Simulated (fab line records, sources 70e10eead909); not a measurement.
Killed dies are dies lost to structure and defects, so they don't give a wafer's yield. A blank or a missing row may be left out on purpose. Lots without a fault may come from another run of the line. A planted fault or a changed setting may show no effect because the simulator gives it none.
A struck lot beside a sound one | flow nand_harc | 14 steps out of a route of 1159
Sound: wafers L967.3, L967.4, L967.5. Struck: wafers L978.3, L978.4. The cause comes at the end.
At each step with rows: each side's tool, then ch and its chambers, then its first start. Under that, the readings that differ: sound wafers | struck wafers | difference of the means | sigmas: that difference in standard deviations of wafers without a fault.
alike: readings whose means differ by less than 2 such deviations, and words and numbers that are the same on both sides. not compared: withheld readings, readings that some wafer has no value for, bounds like >300 that may hide the same value, and numbers for which the record gives no deviation and whose values overlap.
The two part at a step that has a row with sigmas, a row that says differs or no value, or rows on one side only. Numbers that don't overlap but have no deviation are shown without sigmas and don't part them. A reading that every wafer of one side lacks parts them only if that side has two wafers or more.

first, 9 steps without rows for these wafers: NHARC_A_STAIRCASE_DEHYDRATE_176 (time 120 s); NHARC_A_STAIRCASE_HMDS_177 (time 30 s); NHARC_A_STAIRCASE_COAT_178; NHARC_A_STAIRCASE_SOFTBAKE_179 (time 170 s); NHARC_A_STAIRCASE_EBR_180; NHARC_A_STAIRCASE_EXPOSE_181 (exposes mask STAIR 2); NHARC_A_STAIRCASE_PEB_182 (peb time 130 s); NHARC_A_STAIRCASE_DEVELOP_183 (time 140 s); NHARC_A_STAIRCASE_HARDBAKE_185 (time 140 s).
NHARC_A_STAIRCASE_DESCUM_186: chemistry O2, time 3 s.
  sound on rie_diel-07 ch 0,1,2, day 11 10:06; struck on rie_diel-07 ch 1,3, day 13 22:47
  alike: chamber_pressure_mTorr, drypump_motor_current_A, oes_product_au, rf_vpp_V, showerhead_plenum_p_Torr, throttle_valve_pct
  not compared: rf_hours_counter_h
NHARC_A_STAIRCASE_TRIM_187: chemistry O2, time 211.2 s.
  sound on rie_diel-07 ch 0,2,3, day 11 10:12; struck on rie_diel-07 ch 0,2, day 13 22:53
  alike: chamber_pressure_mTorr, drypump_motor_current_A, oes_product_au, rf_vpp_V, showerhead_plenum_p_Torr, throttle_valve_pct
  not compared: rf_hours_counter_h
NHARC_A_STAIRCASE_ETCH_188: etches the open film in C4F8/O2, target depth 100 nm, time 40.5 s.
  sound on rie_diel-07 ch 0,2, day 11 10:26; struck on rie_diel-07 ch 1,2, day 13 23:02
  reading            | sound             | struck      | difference                    | sigmas
  rf_fwd_power_W (W) | 587 587 588       | - -         | no value on the struck wafers |
  run_length_s (s)   | 61.87 61.96 62.44 | 49.87 50.13 | -12.09                        | -43
  alike: chamber_pressure_mTorr, oes_product_au, rf_vpp_V
  not compared: rf_hours_counter_h
NHARC_A_STAIRCASE_TRIM_189: chemistry O2, time 211.2 s.
  sound on rie_diel-07 ch 1,2; struck on rie_diel-07 ch 0,3
  alike: chamber_pressure_mTorr, drypump_motor_current_A, oes_product_au, rf_vpp_V, showerhead_plenum_p_Torr, throttle_valve_pct
  not compared: rf_hours_counter_h
-- the record jumps here: 8 days lie between the struck wafers' starts before and after (it left off in module A_STAIRCASE and takes up again in module END, whose first step shown is number 1159 of the route) --
NHARC_END_SORT_01:
  the record has rows for the struck wafers here (prober-01 ch 0, day 22 00:21) and none for the sound ones

WHERE THEY PART
First at NHARC_A_STAIRCASE_ETCH_188; last, within this record, at NHARC_END_SORT_01.

WHY: what the simulator had put in
Process parameter drift: rie_diel-07, from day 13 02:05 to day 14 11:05, at NHARC_A_STAIRCASE_ETCH_188. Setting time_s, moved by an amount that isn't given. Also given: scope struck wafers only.
